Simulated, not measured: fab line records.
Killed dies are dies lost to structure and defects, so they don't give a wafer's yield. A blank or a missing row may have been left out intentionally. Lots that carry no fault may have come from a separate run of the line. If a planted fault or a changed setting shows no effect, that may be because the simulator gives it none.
Which tool is to blame? :: flow n5_finfet :: Sampling: 23 lots, 69 wafers, 5 of 1938 route steps

## WHAT EACH GAUGE READ, for each wafer
N5_FIN_CUT_CD_MEAS_08: the cd target is 29.1 nm.
lot: L074
measured: day 2 02:25
on: cd_sem-03
cd_nm (nm): 29.17 29.28 29.01

lot: L075
measured: day 2 09:44
on: cd_sem-02
cd_nm (nm): 29.52 29.17 29.15

lot: L076
measured: day 2 15:23
on: cd_sem-02
cd_nm (nm): 29.10 29.53 29.00

lot: L077
measured: day 2 20:59
on: cd_sem-02
cd_nm (nm): 28.90 28.82 28.61

lot: L078
measured: day 3 02:31
on: cd_sem-03
cd_nm (nm): 29.06 29.11 29.24

lot: L079
measured: day 3 08:09
on: cd_sem-03
cd_nm (nm): 29.09 28.89 28.97

lot: L080
measured: day 3 14:39
on: cd_sem-02
cd_nm (nm): 29.55 29.31 29.44

lot: L081
measured: day 3 20:40
on: cd_sem-02
cd_nm (nm): 29.59 29.41 29.10

lot: L082
measured: day 4 03:05
on: cd_sem-03
cd_nm (nm): 29.35 28.62 29.20

lot: L083
measured: day 4 10:44
on: cd_sem-01
cd_nm (nm): 29.19 29.31 29.23

lot: L084
measured: day 4 15:10
on: cd_sem-02
cd_nm (nm): 29.02 29.19 29.22

lot: L085
measured: day 4 21:56
on: cd_sem-03
cd_nm (nm): 29.39 28.67 28.61

lot: L086
measured: day 5 06:14
on: cd_sem-02
cd_nm (nm): 28.82 28.91 28.83

lot: L087
measured: day 5 15:00
on: cd_sem-01
cd_nm (nm): 29.07 28.85 29.03

lot: L088
measured: day 5 16:59
on: cd_sem-03
cd_nm (nm): 28.48 29.14 29.21

lot: L089
measured: day 5 21:25
on: cd_sem-03
cd_nm (nm): 28.91 29.15 29.08

lot: L090
measured: day 6 04:20
on: cd_sem-03
cd_nm (nm): 28.88 28.99 29.26

lot: L091
measured: day 6 09:29
on: cd_sem-02
cd_nm (nm): 28.98 28.99 29.31

lot: L092
measured: day 6 16:38
on: cd_sem-01
cd_nm (nm): 28.94 29.25 28.81

lot: L093
measured: day 6 21:13
on: cd_sem-02
cd_nm (nm): 28.67 28.76 28.96

lot: L094
measured: day 7 02:34
on: cd_sem-01
cd_nm (nm): 28.91 28.90 29.11

lot: L095
measured: day 7 09:07
on: cd_sem-02
cd_nm (nm): 29.65 28.92 28.73

lot: L097
measured: day 7 20:50
on: cd_sem-02
cd_nm (nm): 28.89 28.87 29.35

## TOOL THAT RAN EACH LOT (tool first, then ch and the chambers of the sampled wafers, then the start)
lot: L074
N5_PMOS_HMC_CHANNEL_EPI_DESCUM_14: rie_diel-06 ch 1,2,3, day 1 17:25
N5_FIN_SAQP_PECVD_47: pecvd-02 ch 1,2, day 1 21:05
N5_FIN_SAQP_ETCH_67: rie_diel-02 ch 0,1, day 2 00:37
N5_FIN_SAQP_SPACER2_ALD_28: ald_sin-02 ch 2,3, day 2 00:52

lot: L075
N5_PMOS_HMC_CHANNEL_EPI_DESCUM_14: rie_diel-05 ch 1,2, day 1 23:49
N5_FIN_SAQP_PECVD_47: pecvd-04 ch 0,1,2, day 2 03:35
N5_FIN_SAQP_ETCH_67: rie_diel-04 ch 0,1,2, day 2 07:40
N5_FIN_SAQP_SPACER2_ALD_28: ald_sin-02 ch 2,3, day 2 07:54

lot: L076
N5_PMOS_HMC_CHANNEL_EPI_DESCUM_14: rie_diel-01 ch 1,3, day 2 05:26
N5_FIN_SAQP_PECVD_47: pecvd-03 ch 1,2, day 2 09:17
N5_FIN_SAQP_ETCH_67: rie_diel-02 ch 0,1,2, day 2 13:44
N5_FIN_SAQP_SPACER2_ALD_28: ald_sin-02 ch 0,2,3, day 2 13:58

lot: L077
N5_PMOS_HMC_CHANNEL_EPI_DESCUM_14: rie_diel-01 ch 0,1,2, day 2 11:31
N5_FIN_SAQP_PECVD_47: pecvd-03 ch 1,2, day 2 15:23
N5_FIN_SAQP_ETCH_67: rie_diel-02 ch 0,3, day 2 18:55
N5_FIN_SAQP_SPACER2_ALD_28: ald_sin-02 ch 0,3, day 2 19:10

lot: L078
N5_PMOS_HMC_CHANNEL_EPI_DESCUM_14: rie_diel-01 ch 0,1,2, day 2 17:18
N5_FIN_SAQP_PECVD_47: pecvd-04 ch 0,1,2, day 2 21:10
N5_FIN_SAQP_ETCH_67: rie_diel-02 ch 0,1,3, day 3 00:50
N5_FIN_SAQP_SPACER2_ALD_28: ald_sin-04 ch 0,1,3, day 3 01:07

lot: L079
N5_PMOS_HMC_CHANNEL_EPI_DESCUM_14: rie_diel-01 ch 0,1,2, day 2 23:15
N5_FIN_SAQP_PECVD_47: pecvd-02 ch 0,1,2, day 3 02:43
N5_FIN_SAQP_ETCH_67: rie_diel-03 ch 0,1,2, day 3 06:16
N5_FIN_SAQP_SPACER2_ALD_28: ald_sin-02 ch 0,1,2, day 3 06:37

lot: L080
N5_PMOS_HMC_CHANNEL_EPI_DESCUM_14: rie_diel-06 ch 0,3, day 3 05:12
N5_FIN_SAQP_PECVD_47: pecvd-02 ch 1,2, day 3 09:02
N5_FIN_SAQP_ETCH_67: rie_diel-02 ch 0,1,2, day 3 12:51
N5_FIN_SAQP_SPACER2_ALD_28: ald_sin-01 ch 1,2,3, day 3 13:06

lot: L081
N5_PMOS_HMC_CHANNEL_EPI_DESCUM_14: rie_diel-06 ch 2,3, day 3 11:08
N5_FIN_SAQP_PECVD_47: pecvd-03 ch 0,1,2, day 3 14:49
N5_FIN_SAQP_ETCH_67: rie_diel-04 ch 0,2, day 3 18:58
N5_FIN_SAQP_SPACER2_ALD_28: ald_sin-01 ch 0,2,3, day 3 19:16

lot: L082
N5_PMOS_HMC_CHANNEL_EPI_DESCUM_14: rie_diel-05 ch 0,2,3, day 3 17:13
N5_FIN_SAQP_PECVD_47: pecvd-03 ch 0,1,2, day 3 21:10
N5_FIN_SAQP_ETCH_67: rie_diel-02 ch 0,2, day 4 01:02
N5_FIN_SAQP_SPACER2_ALD_28: ald_sin-04 ch 0,2, day 4 01:17

lot: L083
N5_PMOS_HMC_CHANNEL_EPI_DESCUM_14: rie_diel-06 ch 2,3, day 4 01:01
N5_FIN_SAQP_PECVD_47: pecvd-04 ch 0,1,2, day 4 04:58
N5_FIN_SAQP_ETCH_67: rie_diel-03 ch 0,1,2, day 4 08:27
N5_FIN_SAQP_SPACER2_ALD_28: ald_sin-02 ch 2,3, day 4 09:11

lot: L084
N5_PMOS_HMC_CHANNEL_EPI_DESCUM_14: rie_diel-01 ch 1,2,3, day 4 05:44
N5_FIN_SAQP_PECVD_47: pecvd-03 ch 0,1, day 4 09:49
N5_FIN_SAQP_ETCH_67: rie_diel-02 ch 1,3, day 4 13:23
N5_FIN_SAQP_SPACER2_ALD_28: ald_sin-04 ch 0,2,3, day 4 13:38

lot: L085
N5_PMOS_HMC_CHANNEL_EPI_DESCUM_14: rie_diel-01 ch 0,2,3, day 4 11:41
N5_FIN_SAQP_PECVD_47: pecvd-04 ch 0,1, day 4 15:20
N5_FIN_SAQP_ETCH_67: rie_diel-03 ch 0,1, day 4 19:08
N5_FIN_SAQP_SPACER2_ALD_28: ald_sin-04 ch 1,2,3, day 4 19:41

lot: L086
N5_PMOS_HMC_CHANNEL_EPI_DESCUM_14: rie_diel-01 ch 0,1,3, day 4 17:31
N5_FIN_SAQP_PECVD_47: pecvd-03 ch 0,2, day 4 21:04
N5_FIN_SAQP_ETCH_67: rie_diel-03 ch 0,3, day 5 01:40
N5_FIN_SAQP_SPACER2_ALD_28: ald_sin-04 ch 0,1,3, day 5 04:50

lot: L087
N5_PMOS_HMC_CHANNEL_EPI_DESCUM_14: rie_diel-06 ch 0,3, day 5 01:46
N5_FIN_SAQP_PECVD_47: pecvd-03 ch 0,1,2, day 5 08:19
N5_FIN_SAQP_ETCH_67: rie_diel-02 ch 0,1,2, day 5 12:44
N5_FIN_SAQP_SPACER2_ALD_28: ald_sin-02 ch 1,2, day 5 13:18

lot: L088
N5_PMOS_HMC_CHANNEL_EPI_DESCUM_14: rie_diel-01 ch 0,1,3, day 5 06:10
N5_FIN_SAQP_PECVD_47: pecvd-04 ch 0,2, day 5 11:08
N5_FIN_SAQP_ETCH_67: rie_diel-03 ch 0,1,3, day 5 15:10
N5_FIN_SAQP_SPACER2_ALD_28: ald_sin-04 ch 0,2, day 5 15:25

lot: L089
N5_PMOS_HMC_CHANNEL_EPI_DESCUM_14: rie_diel-01 ch 0,1,2, day 5 11:14
N5_FIN_SAQP_PECVD_47: pecvd-04 ch 0,1,2, day 5 15:03
N5_FIN_SAQP_ETCH_67: rie_diel-02 ch 0,3, day 5 19:42
N5_FIN_SAQP_SPACER2_ALD_28: ald_sin-01 ch 0,1,3, day 5 20:00

lot: L090
N5_PMOS_HMC_CHANNEL_EPI_DESCUM_14: rie_diel-06 ch 1,2,3, day 5 17:53
N5_FIN_SAQP_PECVD_47: pecvd-02 ch 0,2, day 5 21:47
N5_FIN_SAQP_ETCH_67: rie_diel-03 ch 0,1,3, day 6 02:05
N5_FIN_SAQP_SPACER2_ALD_28: ald_sin-02 ch 0,2,3, day 6 02:25

lot: L091
N5_PMOS_HMC_CHANNEL_EPI_DESCUM_14: rie_diel-06 ch 2,3, day 5 23:05
N5_FIN_SAQP_PECVD_47: pecvd-03 ch 0,1,2, day 6 03:04
N5_FIN_SAQP_ETCH_67: rie_diel-04 ch 0,1,2, day 6 06:45
N5_FIN_SAQP_SPACER2_ALD_28: ald_sin-02 ch 1,2,3, day 6 07:53

lot: L092
N5_PMOS_HMC_CHANNEL_EPI_DESCUM_14: rie_diel-01 ch 1,2,3, day 6 06:31
N5_FIN_SAQP_PECVD_47: pecvd-02 ch 0,2, day 6 09:55
N5_FIN_SAQP_ETCH_67: rie_diel-02 ch 1,2,3, day 6 14:38
N5_FIN_SAQP_SPACER2_ALD_28: ald_sin-04 ch 0,2,3, day 6 15:01

lot: L093
N5_PMOS_HMC_CHANNEL_EPI_DESCUM_14: rie_diel-06 ch 1,3, day 6 11:14
N5_FIN_SAQP_PECVD_47: pecvd-02 ch 0,1,2, day 6 14:46
N5_FIN_SAQP_ETCH_67: rie_diel-03 ch 0,2, day 6 19:19
N5_FIN_SAQP_SPACER2_ALD_28: ald_sin-01 ch 0,1, day 6 19:33

lot: L094
N5_PMOS_HMC_CHANNEL_EPI_DESCUM_14: rie_diel-06 ch 1,2,3, day 6 17:31
N5_FIN_SAQP_PECVD_47: pecvd-04 ch 0,1, day 6 21:08
N5_FIN_SAQP_ETCH_67: rie_diel-04 ch 0,2,3, day 7 00:41
N5_FIN_SAQP_SPACER2_ALD_28: ald_sin-01 ch 0,1, day 7 00:56

lot: L095
N5_PMOS_HMC_CHANNEL_EPI_DESCUM_14: rie_diel-01 ch 0,1,3, day 6 23:06
N5_FIN_SAQP_PECVD_47: pecvd-04 ch 0,1, day 7 02:36
N5_FIN_SAQP_ETCH_67: rie_diel-04 ch 0,2,3, day 7 07:27
N5_FIN_SAQP_SPACER2_ALD_28: ald_sin-01 ch 0,1,3, day 7 07:41

lot: L097
N5_PMOS_HMC_CHANNEL_EPI_DESCUM_14: rie_diel-06 ch 0,1, day 7 11:26
N5_FIN_SAQP_PECVD_47: pecvd-02 ch 0,2, day 7 14:59
N5_FIN_SAQP_ETCH_67: rie_diel-03 ch 2, day 7 18:47
N5_FIN_SAQP_SPACER2_ALD_28: ald_sin-02 ch 1,3, day 7 19:05
- N5_PMOS_HMC_CHANNEL_EPI_DESCUM_14: chemistry O2, time 7.9 s.
- N5_FIN_SAQP_PECVD_47: deposits a-Si from SiH4/He, target thk 45 nm, time 36.3 s.
- N5_FIN_SAQP_ETCH_67: etches SiNx in CH3F/O2, target depth 30 nm.
- N5_FIN_SAQP_SPACER2_ALD_28: deposits SiO2, target thk 8.1 nm, pulse time 1 s, purge time 2 s.

## WHAT THE TOOLS THEMSELVES READ (means of the sampled wafers that have a number; where no wafer has one, the mark that the record gives instead)
N5_PMOS_HMC_CHANNEL_EPI_DESCUM_14.
lot: L074
tool: rie_diel-06
drypump_motor_current_A (A): 6.2
oes_product_au (a.u.): 0.76
rf_vpp_V (V): 244.0
showerhead_plenum_p_Torr (Torr): 2.13
throttle_valve_pct (%): 20.43

lot: L075
tool: rie_diel-05
drypump_motor_current_A (A): 5.9
oes_product_au (a.u.): 0.74
rf_vpp_V (V): 242.9
showerhead_plenum_p_Torr (Torr): 2.05
throttle_valve_pct (%): 20.18

lot: L076
tool: rie_diel-01
drypump_motor_current_A (A): 5.9
oes_product_au (a.u.): 0.78
rf_vpp_V (V): 244.1
showerhead_plenum_p_Torr (Torr): 2.19
throttle_valve_pct (%): 20.20

lot: L077
tool: rie_diel-01
drypump_motor_current_A (A): 6.1
oes_product_au (a.u.): 0.82
rf_vpp_V (V): 243.5
showerhead_plenum_p_Torr (Torr): 2.15
throttle_valve_pct (%): 20.22

lot: L078
tool: rie_diel-01
drypump_motor_current_A (A): 6.1
oes_product_au (a.u.): 0.83
rf_vpp_V (V): 244.8
showerhead_plenum_p_Torr (Torr): 2.15
throttle_valve_pct (%): 20.22

lot: L079
tool: rie_diel-01
drypump_motor_current_A (A): 6.1
oes_product_au (a.u.): 0.82
rf_vpp_V (V): 245.0
showerhead_plenum_p_Torr (Torr): 2.15
throttle_valve_pct (%): 20.22

lot: L080
tool: rie_diel-06
drypump_motor_current_A (A): 5.8
oes_product_au (a.u.): 0.80
rf_vpp_V (V): 242.2
showerhead_plenum_p_Torr (Torr): 2.09
throttle_valve_pct (%): 20.58

lot: L081
tool: rie_diel-06
drypump_motor_current_A (A): 6.3
oes_product_au (a.u.): 0.77
rf_vpp_V (V): 243.5
showerhead_plenum_p_Torr (Torr): 2.12
throttle_valve_pct (%): 20.42

lot: L082
tool: rie_diel-05
drypump_motor_current_A (A): 5.6
oes_product_au (a.u.): 0.75
rf_vpp_V (V): 243.8
showerhead_plenum_p_Torr (Torr): 2.12
throttle_valve_pct (%): 20.60

lot: L083
tool: rie_diel-06
drypump_motor_current_A (A): 6.3
oes_product_au (a.u.): 0.77
rf_vpp_V (V): 242.7
showerhead_plenum_p_Torr (Torr): 2.11
throttle_valve_pct (%): 20.42

lot: L084
tool: rie_diel-01
drypump_motor_current_A (A): 6.1
oes_product_au (a.u.): 0.77
rf_vpp_V (V): 244.5
showerhead_plenum_p_Torr (Torr): 2.13
throttle_valve_pct (%): 20.17

lot: L085
tool: rie_diel-01
drypump_motor_current_A (A): 5.8
oes_product_au (a.u.): 0.79
rf_vpp_V (V): 244.1
showerhead_plenum_p_Torr (Torr): 2.13
throttle_valve_pct (%): 20.33

lot: L086
tool: rie_diel-01
drypump_motor_current_A (A): 5.8
oes_product_au (a.u.): 0.80
rf_vpp_V (V): 245.3
showerhead_plenum_p_Torr (Torr): 2.20
throttle_valve_pct (%): 20.29

lot: L087
tool: rie_diel-06
drypump_motor_current_A (A): 5.4
oes_product_au (a.u.): 0.75
rf_vpp_V (V): 242.0
showerhead_plenum_p_Torr (Torr): 2.03
throttle_valve_pct (%): 20.83

lot: L088
tool: rie_diel-01
drypump_motor_current_A (A): 5.8
oes_product_au (a.u.): 0.79
rf_vpp_V (V): 245.0
showerhead_plenum_p_Torr (Torr): 2.20
throttle_valve_pct (%): 20.29

lot: L089
tool: rie_diel-01
drypump_motor_current_A (A): 6.1
oes_product_au (a.u.): 0.80
rf_vpp_V (V): 243.1
showerhead_plenum_p_Torr (Torr): 2.15
throttle_valve_pct (%): 20.26

lot: L090
tool: rie_diel-06
drypump_motor_current_A (A): 6.2
oes_product_au (a.u.): 0.81
rf_vpp_V (V): 243.9
showerhead_plenum_p_Torr (Torr): 2.12
throttle_valve_pct (%): 20.37

lot: L091
tool: rie_diel-06
drypump_motor_current_A (A): 6.3
oes_product_au (a.u.): 0.75
rf_vpp_V (V): 244.0
showerhead_plenum_p_Torr (Torr): 2.11
throttle_valve_pct (%): 20.43

lot: L092
tool: rie_diel-01
drypump_motor_current_A (A): 6.1
oes_product_au (a.u.): 0.76
rf_vpp_V (V): 243.2
showerhead_plenum_p_Torr (Torr): 2.12
throttle_valve_pct (%): 20.21

lot: L093
tool: rie_diel-06
drypump_motor_current_A (A): 6.1
oes_product_au (a.u.): 0.84
rf_vpp_V (V): 243.2
showerhead_plenum_p_Torr (Torr): 2.12
throttle_valve_pct (%): 20.35

lot: L094
tool: rie_diel-06
drypump_motor_current_A (A): 6.2
oes_product_au (a.u.): 0.81
rf_vpp_V (V): 243.5
showerhead_plenum_p_Torr (Torr): 2.12
throttle_valve_pct (%): 20.38

lot: L095
tool: rie_diel-01
drypump_motor_current_A (A): 5.8
oes_product_au (a.u.): 0.79
rf_vpp_V (V): 244.1
showerhead_plenum_p_Torr (Torr): 2.19
throttle_valve_pct (%): 20.30

lot: L097
tool: rie_diel-06
drypump_motor_current_A (A): 5.5
oes_product_au (a.u.): 0.80
rf_vpp_V (V): 242.8
showerhead_plenum_p_Torr (Torr): 2.08
throttle_valve_pct (%): 20.55

N5_FIN_SAQP_PECVD_47.
lot: L074
tool: pecvd-02
heater_power_outer_w (W): 611
heater_power_w (W): 927
showerhead_plenum_p_Torr (Torr): 5.68
throttle_valve_pct (%): 19.4

lot: L075
tool: pecvd-04
heater_power_outer_w (W): 562
heater_power_w (W): 866
showerhead_plenum_p_Torr (Torr): 5.65
throttle_valve_pct (%): 18.1

lot: L076
tool: pecvd-03
heater_power_outer_w (W): 460
heater_power_w (W): 760
showerhead_plenum_p_Torr (Torr): 5.66
throttle_valve_pct (%): 18.9

lot: L077
tool: pecvd-03
heater_power_outer_w (W): 490
heater_power_w (W): 799
showerhead_plenum_p_Torr (Torr): 5.67
throttle_valve_pct (%): 18.9

lot: L078
tool: pecvd-04
heater_power_outer_w (W): 519
heater_power_w (W): 807
showerhead_plenum_p_Torr (Torr): 5.67
throttle_valve_pct (%): 18.2

lot: L079
tool: pecvd-02
heater_power_outer_w (W): 526
heater_power_w (W): 856
showerhead_plenum_p_Torr (Torr): 5.67
throttle_valve_pct (%): 17.3

lot: L080
tool: pecvd-02
heater_power_outer_w (W): 562
heater_power_w (W): 866
showerhead_plenum_p_Torr (Torr): 5.67
throttle_valve_pct (%): 17.1

lot: L081
tool: pecvd-03
heater_power_outer_w (W): 476
heater_power_w (W): 792
showerhead_plenum_p_Torr (Torr): 5.67
throttle_valve_pct (%): 18.3

lot: L082
tool: pecvd-03
heater_power_outer_w (W): 468
heater_power_w (W): 797
showerhead_plenum_p_Torr (Torr): 5.68
throttle_valve_pct (%): 18.4

lot: L083
tool: pecvd-04
heater_power_outer_w (W): 545
heater_power_w (W): 840
showerhead_plenum_p_Torr (Torr): 5.66
throttle_valve_pct (%): 18.2

lot: L084
tool: pecvd-03
heater_power_outer_w (W): 503
heater_power_w (W): 813
showerhead_plenum_p_Torr (Torr): 5.65
throttle_valve_pct (%): 18.0

lot: L085
tool: pecvd-04
heater_power_outer_w (W): 624
heater_power_w (W): 925
showerhead_plenum_p_Torr (Torr): 5.66
throttle_valve_pct (%): 18.1

lot: L086
tool: pecvd-03
heater_power_outer_w (W): 532
heater_power_w (W): 858
showerhead_plenum_p_Torr (Torr): 5.68
throttle_valve_pct (%): 17.7

lot: L087
tool: pecvd-03
heater_power_outer_w (W): 483
heater_power_w (W): 783
showerhead_plenum_p_Torr (Torr): 5.68
throttle_valve_pct (%): 18.4

lot: L088
tool: pecvd-04
heater_power_outer_w (W): 559
heater_power_w (W): 876
showerhead_plenum_p_Torr (Torr): 5.65
throttle_valve_pct (%): 18.5

lot: L089
tool: pecvd-04
heater_power_outer_w (W): 546
heater_power_w (W): 849
showerhead_plenum_p_Torr (Torr): 5.66
throttle_valve_pct (%): 18.3

lot: L090
tool: pecvd-02
heater_power_outer_w (W): 493
heater_power_w (W): 835
showerhead_plenum_p_Torr (Torr): 5.66
throttle_valve_pct (%): 17.6

lot: L091
tool: pecvd-03
heater_power_outer_w (W): 438
heater_power_w (W): 737
showerhead_plenum_p_Torr (Torr): 5.68
throttle_valve_pct (%): 18.3

lot: L092
tool: pecvd-02
heater_power_outer_w (W): 504
heater_power_w (W): 856
showerhead_plenum_p_Torr (Torr): 5.66
throttle_valve_pct (%): 17.6

lot: L093
tool: pecvd-02
heater_power_outer_w (W): 504
heater_power_w (W): 822
showerhead_plenum_p_Torr (Torr): 5.67
throttle_valve_pct (%): 17.4

lot: L094
tool: pecvd-04
heater_power_outer_w (W): 635
heater_power_w (W): 954
showerhead_plenum_p_Torr (Torr): 5.65
throttle_valve_pct (%): 18.2

lot: L095
tool: pecvd-04
heater_power_outer_w (W): 596
heater_power_w (W): 898
showerhead_plenum_p_Torr (Torr): 5.66
throttle_valve_pct (%): 18.2

lot: L097
tool: pecvd-02
heater_power_outer_w (W): 501
heater_power_w (W): 834
showerhead_plenum_p_Torr (Torr): 5.66
throttle_valve_pct (%): 17.5

N5_FIN_SAQP_ETCH_67.
lot: L074
tool: rie_diel-02
drypump_motor_current_A (A): 5.6
oes_product_au (a.u.): 0.75
rf_vpp_V (V): 303
showerhead_plenum_p_Torr (Torr): 1.96
throttle_valve_pct (%): 16.16

lot: L075
tool: rie_diel-04
drypump_motor_current_A (A): 6.2
oes_product_au (a.u.): 0.72
rf_vpp_V (V): 298
showerhead_plenum_p_Torr (Torr): 1.93
throttle_valve_pct (%): 16.46

lot: L076
tool: rie_diel-02
drypump_motor_current_A (A): 5.6
oes_product_au (a.u.): 0.74
rf_vpp_V (V): 301
showerhead_plenum_p_Torr (Torr): 2.02
throttle_valve_pct (%): 16.35

lot: L077
tool: rie_diel-02
drypump_motor_current_A (A): 5.4
oes_product_au (a.u.): 0.76
rf_vpp_V (V): 299
showerhead_plenum_p_Torr (Torr): 1.94
throttle_valve_pct (%): 16.18

lot: L078
tool: rie_diel-02
drypump_motor_current_A (A): 5.7
oes_product_au (a.u.): 0.76
rf_vpp_V (V): 304
showerhead_plenum_p_Torr (Torr): 2.00
throttle_valve_pct (%): 16.26

lot: L079
tool: rie_diel-03
drypump_motor_current_A (A): 5.4
oes_product_au (a.u.): 0.85
rf_vpp_V (V): 302
showerhead_plenum_p_Torr (Torr): 2.02
throttle_valve_pct (%): 16.05

lot: L080
tool: rie_diel-02
drypump_motor_current_A (A): 5.6
oes_product_au (a.u.): 0.75
rf_vpp_V (V): 301
showerhead_plenum_p_Torr (Torr): 2.02
throttle_valve_pct (%): 16.36

lot: L081
tool: rie_diel-04
drypump_motor_current_A (A): 6.0
oes_product_au (a.u.): 0.72
rf_vpp_V (V): 300
showerhead_plenum_p_Torr (Torr): 1.90
throttle_valve_pct (%): 16.52

lot: L082
tool: rie_diel-02
drypump_motor_current_A (A): 5.2
oes_product_au (a.u.): 0.73
rf_vpp_V (V): 299
showerhead_plenum_p_Torr (Torr): 2.02
throttle_valve_pct (%): 16.46

lot: L083
tool: rie_diel-03
drypump_motor_current_A (A): 5.5
oes_product_au (a.u.): 0.84
rf_vpp_V (V): 300
showerhead_plenum_p_Torr (Torr): 2.01
throttle_valve_pct (%): 16.05

lot: L084
tool: rie_diel-02
drypump_motor_current_A (A): 6.0
oes_product_au (a.u.): 0.74
rf_vpp_V (V): 305
showerhead_plenum_p_Torr (Torr): 2.06
throttle_valve_pct (%): 16.35

lot: L085
tool: rie_diel-03
drypump_motor_current_A (A): 5.4
oes_product_au (a.u.): 0.86
rf_vpp_V (V): 300
showerhead_plenum_p_Torr (Torr): 2.01
throttle_valve_pct (%): 16.01

lot: L086
tool: rie_diel-03
drypump_motor_current_A (A): 5.6
oes_product_au (a.u.): 0.74
rf_vpp_V (V): 294
showerhead_plenum_p_Torr (Torr): 1.96
throttle_valve_pct (%): 16.32

lot: L087
tool: rie_diel-02
drypump_motor_current_A (A): 5.6
oes_product_au (a.u.): 0.72
rf_vpp_V (V): 301
showerhead_plenum_p_Torr (Torr): 2.02
throttle_valve_pct (%): 16.40

lot: L088
tool: rie_diel-03
drypump_motor_current_A (A): 5.5
oes_product_au (a.u.): 0.78
rf_vpp_V (V): 293
showerhead_plenum_p_Torr (Torr): 1.97
throttle_valve_pct (%): 16.27

lot: L089
tool: rie_diel-02
drypump_motor_current_A (A): 5.5
oes_product_au (a.u.): 0.76
rf_vpp_V (V): 299
showerhead_plenum_p_Torr (Torr): 1.98
throttle_valve_pct (%): 16.30

lot: L090
tool: rie_diel-03
drypump_motor_current_A (A): 5.5
oes_product_au (a.u.): 0.78
rf_vpp_V (V): 293
showerhead_plenum_p_Torr (Torr): 1.97
throttle_valve_pct (%): 16.27

lot: L091
tool: rie_diel-04
drypump_motor_current_A (A): 6.2
oes_product_au (a.u.): 0.70
rf_vpp_V (V): 298
showerhead_plenum_p_Torr (Torr): 1.92
throttle_valve_pct (%): 16.53

lot: L092
tool: rie_diel-02
drypump_motor_current_A (A): 5.7
oes_product_au (a.u.): 0.73
rf_vpp_V (V): 302
showerhead_plenum_p_Torr (Torr): 2.05
throttle_valve_pct (%): 16.50

lot: L093
tool: rie_diel-03
drypump_motor_current_A (A): 5.6
oes_product_au (a.u.): 0.77
rf_vpp_V (V): 302
showerhead_plenum_p_Torr (Torr): 1.99
throttle_valve_pct (%): 16.16

lot: L094
tool: rie_diel-04
drypump_motor_current_A (A): 6.2
oes_product_au (a.u.): 0.77
rf_vpp_V (V): 302
showerhead_plenum_p_Torr (Torr): 1.95
throttle_valve_pct (%): 16.54

lot: L095
tool: rie_diel-04
drypump_motor_current_A (A): 6.2
oes_product_au (a.u.): 0.77
rf_vpp_V (V): 304
showerhead_plenum_p_Torr (Torr): 1.95
throttle_valve_pct (%): 16.56

lot: L097
tool: rie_diel-03
drypump_motor_current_A (A): 5.4
oes_product_au (a.u.): 0.80
rf_vpp_V (V): 304
showerhead_plenum_p_Torr (Torr): 2.02
throttle_valve_pct (%): 16.14

N5_FIN_SAQP_SPACER2_ALD_28.
lot: L074
tool: ald_sin-02
heater_power_outer_w (W): 253
heater_power_w (W): 451
precursor_pulse_height_rel: 1.009

lot: L075
tool: ald_sin-02
heater_power_outer_w (W): 267
heater_power_w (W): 463
precursor_pulse_height_rel: 0.991

lot: L076
tool: ald_sin-02
heater_power_outer_w (W): 250
heater_power_w (W): 443
precursor_pulse_height_rel: 0.991

lot: L077
tool: ald_sin-02
heater_power_outer_w (W): 240
heater_power_w (W): 420
precursor_pulse_height_rel: 0.992

lot: L078
tool: ald_sin-04
heater_power_outer_w (W): 271
heater_power_w (W): 499
precursor_pulse_height_rel: 1.010

lot: L079
tool: ald_sin-02
heater_power_outer_w (W): 265
heater_power_w (W): 459
precursor_pulse_height_rel: 1.006

lot: L080
tool: ald_sin-01
heater_power_outer_w (W): 293
heater_power_w (W): 506
precursor_pulse_height_rel: 0.991

lot: L081
tool: ald_sin-01
heater_power_outer_w (W): 299
heater_power_w (W): 504
precursor_pulse_height_rel: 1.007

lot: L082
tool: ald_sin-04
heater_power_outer_w (W): 331
heater_power_w (W): 603
precursor_pulse_height_rel: 0.983

lot: L083
tool: ald_sin-02
heater_power_outer_w (W): 268
heater_power_w (W): 465
precursor_pulse_height_rel: 1.001

lot: L084
tool: ald_sin-04
heater_power_outer_w (W): 309
heater_power_w (W): 558
precursor_pulse_height_rel: 1.001

lot: L085
tool: ald_sin-04
heater_power_outer_w (W): 285
heater_power_w (W): 521
precursor_pulse_height_rel: 1.033

lot: L086
tool: ald_sin-04
heater_power_outer_w (W): 267
heater_power_w (W): 490
precursor_pulse_height_rel: 1.001

lot: L087
tool: ald_sin-02
heater_power_outer_w (W): 279
heater_power_w (W): 489
precursor_pulse_height_rel: 1.021

lot: L088
tool: ald_sin-04
heater_power_outer_w (W): 340
heater_power_w (W): 603
precursor_pulse_height_rel: 1.018

lot: L089
tool: ald_sin-01
heater_power_outer_w (W): 285
heater_power_w (W): 509
precursor_pulse_height_rel: 0.976

lot: L090
tool: ald_sin-02
heater_power_outer_w (W): 252
heater_power_w (W): 441
precursor_pulse_height_rel: 0.984

lot: L091
tool: ald_sin-02
heater_power_outer_w (W): 267
heater_power_w (W): 459
precursor_pulse_height_rel: 0.990

lot: L092
tool: ald_sin-04
heater_power_outer_w (W): 306
heater_power_w (W): 559
precursor_pulse_height_rel: 1.013

lot: L093
tool: ald_sin-01
heater_power_outer_w (W): 281
heater_power_w (W): 515
precursor_pulse_height_rel: 0.987

lot: L094
tool: ald_sin-01
heater_power_outer_w (W): 284
heater_power_w (W): 506
precursor_pulse_height_rel: 1.000

lot: L095
tool: ald_sin-01
heater_power_outer_w (W): 282
heater_power_w (W): 516
precursor_pulse_height_rel: 1.004

lot: L097
tool: ald_sin-02
heater_power_outer_w (W): 263
heater_power_w (W): 465
precursor_pulse_height_rel: 0.995

## THE ANSWER, worked out from the rows above alone
Rule: the lots themselves supply what counts as usual. Put in order of their means at a reading, lots are off if they are a third of the lots or fewer, leave a main group of 4 or more, and stand apart from it by a gap of 3 or more times the standard deviation of the main group's means; of several such gaps the widest counts. A main group is skipped when, at the precision printed for the reading in the tables above, its means are all equal. A lot without any number at a reading at which 4 lots or more have one is off too. The other lots that the step has rows for count as sound. The gauges are gone through in route order, then the tools' own readings, and for those a lot's mean is taken as printed above. The first step at which some lot is off is used, and at that step the reading that is off furthest; a lot without a number counts as furthest.
No lot is off at any reading shown: from this, nothing can be told.

## WHAT HAD BEEN PUT IN BY THE SIMULATOR
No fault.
